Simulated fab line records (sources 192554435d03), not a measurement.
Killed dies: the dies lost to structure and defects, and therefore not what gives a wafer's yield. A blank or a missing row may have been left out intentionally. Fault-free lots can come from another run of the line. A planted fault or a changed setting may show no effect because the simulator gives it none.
Struck lot and sound lot, side by side | flow n5Finfet | 37 steps out of a route of 1938
Sound: the wafers L334.2, L334.3, L334.4. Struck: wafers L347.2, L347.3, L347.4. Last of all comes the cause.
Order at every step that has rows: each side's tool, ch and its chambers, its first start. Under that, the readings that differ: sound wafers | struck wafers | difference of the means | sigmas: that difference in standard deviations of wafers without a fault.
alike: readings with means less than 2 such deviations apart, plus words and numbers identical on both sides. not compared: withheld readings, readings lacking a value on some wafer, bounds such as >300 that could conceal the same value, and numbers that have no deviation in the record and whose values overlap.
Wherever a step has rows on one side only, a row that says differs or no value, or a row with sigmas, the two part there. Numbers that don't overlap but have no deviation are shown without sigmas and don't part them. Lack of a reading on every wafer of one side parts them only where that side has two or more wafers.

first, 9 steps without rows for these wafers: N5_SDB_PRECLEAN_39 (cleans in O3/DIW, time 45 s); N5_SDB_SRD_28 (time 30 s); N5_SDB_ALD_29 (deposits SiNx, target thk 30 nm, pulse time 1 s, ald cycles 600); N5_SDB_CMP_30 (polishes, stops on poly-Si, t overpolish 1.54 s, target thk 30 nm); N5_DUMMY_REMOVAL_HM_STRIP_01 (strips SiNx in CH3F/O2, stops on poly-Si, target depth 4 nm, time 6.8 s); N5_DUMMY_REMOVAL_STRIP_10 (strips in N2/H2, time 40 s); N5_DUMMY_REMOVAL_PRECLEAN_07 (cleans in dHF, time 30 s); N5_DUMMY_REMOVAL_DUMMY_REMOVE_02 (chemistry TMAH, target poly-Si, stops on SiO2, target depth 142 nm, time 57 s, rinse time 30 s); N5_DUMMY_REMOVAL_PRECLEAN_08 (cleans in NF3:NH3, afs cycles 2, time 20 s, sublimation time 60 s).
N5_DUMMY_REMOVAL_PRECLEAN_04: cleans in DHF, time 37 s.
  sound on wetBench-03 ch 3,5,7, day 5 01:34; struck on wetBench-03 ch 0,2,5, day 8 05:35
then, 26 steps without rows for these wafers: N5_DUMMY_REMOVAL_SRD_05 (time 30 s); N5_HKMG_FIN_IL_REGROW_00 (material SiO2, chemistry O3, target thk 0.75 nm, time 30 s); N5_HKMG_FIN_HK_ALD_01 (deposits HfO2, target thk 1.6 nm, pulse time 3 s, purge time 3 s); N5_HKMG_FIN_HK_ANNEAL_02 (time 30 s); N5_HKMG_FIN_ALD_74 (deposits La2O3, target thk 0.5 nm, pulse time 6 s, co reactant pulse time 1 s); N5_HKMG_FIN_ALD_75 (deposits Al2O3, target thk 1 nm, co reactant pulse time 1 s); N5_HKMG_FIN_COAT_41 (time 60 s, resist thk 300 nm); N5_HKMG_FIN_COAT_42 (time 60 s, resist thk 35 nm); N5_HKMG_FIN_COAT_43 (resist thk 90 nm); N5_HKMG_FIN_EBR_45; N5_HKMG_FIN_SOFTBAKE_44 (time 60 s); N5_HKMG_FIN_EXPOSE_46 (exposes mask NDIPOLE); N5_HKMG_FIN_PEB_47 (peb time 60 s); N5_HKMG_FIN_DEVELOP_48 (develop time 30 s); N5_HKMG_FIN_DESCUM_53 (chemistry O2, time 7.9 s); N5_HKMG_FIN_ETCH_54 (etches SiARC in CF4, target depth 45.5 nm, time 75.8 s); N5_HKMG_FIN_ETCH_55 (etches SOC in N2/H2, target depth 240 nm, time 300 s); N5_HKMG_FIN_STRIP_56 (strips in N2/H2); N5_HKMG_FIN_STRIP_57 (strips in CF4); N5_HKMG_FIN_ETCH_58 (etches SOC in N2/H2, target depth 215.8 nm, time 741 s); N5_HKMG_FIN_STRIP_93 (strips SOC in N2/H2, time 20 s); N5_HKMG_FIN_WET_ETCH_76 (etches Al2O3 in dNH4OH, stops on La2O3, target depth 2.25 nm, rinse time 30 s); N5_HKMG_FIN_STRIP_60 (strips in N2/H2, time 360 s); N5_HKMG_FIN_WET_ETCH_77 (etches La2O3 in dHCl, stops on HfO2, target depth 2 nm); N5_HKMG_FIN_WET_ETCH_78 (etches Al2O3 in dNH4OH, stops on La2O3, target depth 4.5 nm, rinse time 30 s); N5_HKMG_FIN_ALD_79 (deposits TiN, target thk 1.5 nm, pulse time 1 s, purge time 3 s).
-- here the record skips 9 days between the struck wafers' starts before and after, leaving off in module HKMG_FIN and picking up in module PASSIVATION (first step shown: number 1936 of the route) --
N5_PASSIVATION_PROBE_49:
  rows exist in the record for the struck wafers here (prober-02, day 17 11:13), but not for the sound ones

WHERE THEY PART
Only at N5_PASSIVATION_PROBE_49, as far as this record shows.

WHY: whatever the simulator had introduced
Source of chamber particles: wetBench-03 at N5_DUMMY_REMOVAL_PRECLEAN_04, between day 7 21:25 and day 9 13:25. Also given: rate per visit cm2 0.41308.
